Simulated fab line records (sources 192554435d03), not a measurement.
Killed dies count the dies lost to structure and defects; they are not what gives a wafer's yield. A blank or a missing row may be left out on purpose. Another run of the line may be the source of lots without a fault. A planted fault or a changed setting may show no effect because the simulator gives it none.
A struck lot beside a sound one / flow n5Finfet / 16 steps out of a route of 1938
Sound: these wafers, L887.1, L887.3, L887.6. Wafers L884.3, L884.4, L884.5 were the ones struck. The cause is named last.
Per side, at each step with rows, come the tool, then ch with its chambers, and then its first start. Under that, the readings that differ: sound wafers / struck wafers / difference of the means / sigmas: that difference in standard deviations of wafers without a fault.
alike: same words and numbers on both sides, and readings whose means sit less than 2 such deviations apart. not compared: any withheld reading, any reading some wafer has no value for, any bound like >300 that may hide the same value, and any number with overlapping values for which the record gives no deviation.
Wherever a step has rows on one side only, a row that says differs or no value, or a row with sigmas, the two part there. Numbers that don't overlap but have no deviation are shown without sigmas and don't part them. A reading that every wafer of one side lacks parts them only if that side has two wafers or more.

N5_BEOL_M0_SAQP_HM_DEP_02: deposits TiN, target thk 12 nm.
  sound: pvdSputter-02 at day 9 00:19; struck: pvdSputter-01 at day 8 05:08
  alike: throttleValvePct
N5_BEOL_M0_SAQP_PECVD_03: deposits SiCN from 3MS/NH3, target thk 12 nm, time 21.1 s.
  sound on pecvd-01 ch 0,1, day 9 00:27; struck on pecvd-01 ch 1,2, day 8 05:15
  alike: showerheadPlenumPTorr, throttleValvePct
N5_BEOL_M0_SAQP_PECVD_96: deposits a-Si from SiH4/He, target thk 45 nm, time 45.2 s.
  sound on pecvd-01 ch 0,1, day 9 00:30; struck on pecvd-01 ch 1,2, day 8 05:17
  alike: heaterPowerW, showerheadPlenumPTorr, throttleValvePct
N5_BEOL_M0_SAQP_PECVD_97: deposits SiNx from SiH4/NH3/N2, target thk 23 nm, time 19.9 s.
  sound on pecvd-01 ch 0,1, day 9 00:34; struck on pecvd-01 ch 1,2, day 8 05:20
reading=showerheadPlenumPTorr (Torr); sound=5.25 5.25 5.19; struck=5.17 5.18 5.02; difference=-0.11; sigmas=-2
  alike: heaterPowerW, throttleValvePct
N5_BEOL_M0_SAQP_PECVD_04: deposits a-Si from SiH4/He, target thk 60 nm, time 60.2 s.
  sound on pecvd-01 ch 0,1, day 9 00:38; struck on pecvd-01 ch 1,2, day 8 05:22
reading=showerheadPlenumPTorr (Torr); sound=5.76 5.75 5.70; struck=5.69 5.70 5.57; difference=-0.08; sigmas=-2
  alike: heaterPowerW, throttleValvePct
N5_BEOL_M0_SAQP_THK_MEAS_05:
  sound: filmMetro-01 at day 9 00:45; struck: filmMetro-01 at day 8 05:28
  alike: thkNm
then, 6 steps without rows for these wafers: N5_BEOL_M0_SAQP_HM_DEP_111 (deposits SiO2 from SiH4/N2O, target thk 12 nm, time 7.2 s); N5_BEOL_M0_SAQP_COAT_81 (time 60 s, resist thk 100 nm); N5_BEOL_M0_SAQP_COAT_82 (time 60 s, resist thk 30 nm); N5_BEOL_M0_SAQP_COAT_08 (resist thk 90 nm); N5_BEOL_M0_SAQP_EBR_10; N5_BEOL_M0_SAQP_SOFTBAKE_09 (time 60 s).
N5_BEOL_M0_SAQP_EXPOSE_11: exposes mask M0 CORE, target cd 42 nm.
  sound on arfiScanner-01 ch 0, day 9 01:07; struck on arfiScanner-02 ch 0, day 8 05:42
reading=exposureDoseMJCm2; sound=54.91 54.98 54.95; struck=54.20 54.22 54.20; difference=-0.74; sigmas=-13
  alike: mask
then, 1 step without rows for these wafers: N5_BEOL_M0_SAQP_PEB_12 (peb time 60 s).
-- the record jumps here: 3 days lie between the struck wafers' starts before and after (it left off in module BEOL_M0_SAQP and takes up again in module BEOL_M4, whose first step shown is number 1111 of the route) --
N5_BEOL_M4_RC_MEAS_101:
  sound on prober-01 ch 0, day 11 16:34; struck on prober-01 ch 0, day 10 22:16
reading=SS_P (mV/dec); sound=74.0 73.6 73.9; struck=72.4 72.0 73.2; difference=-1.3; sigmas=-2
  alike: DIBL_N, DIBL_P, IOFF_N, IOFF_P, ION_N, ION_P, SS_N, VT_N, VT_P
then, 1 step without rows for these wafers: N5_PASSIVATION_PROBE_49.

## WHERE THEY PART
First at N5_BEOL_M0_SAQP_PECVD_97; last, within this record, at N5_BEOL_M4_RC_MEAS_101.

WHY: what had been put in by the simulator
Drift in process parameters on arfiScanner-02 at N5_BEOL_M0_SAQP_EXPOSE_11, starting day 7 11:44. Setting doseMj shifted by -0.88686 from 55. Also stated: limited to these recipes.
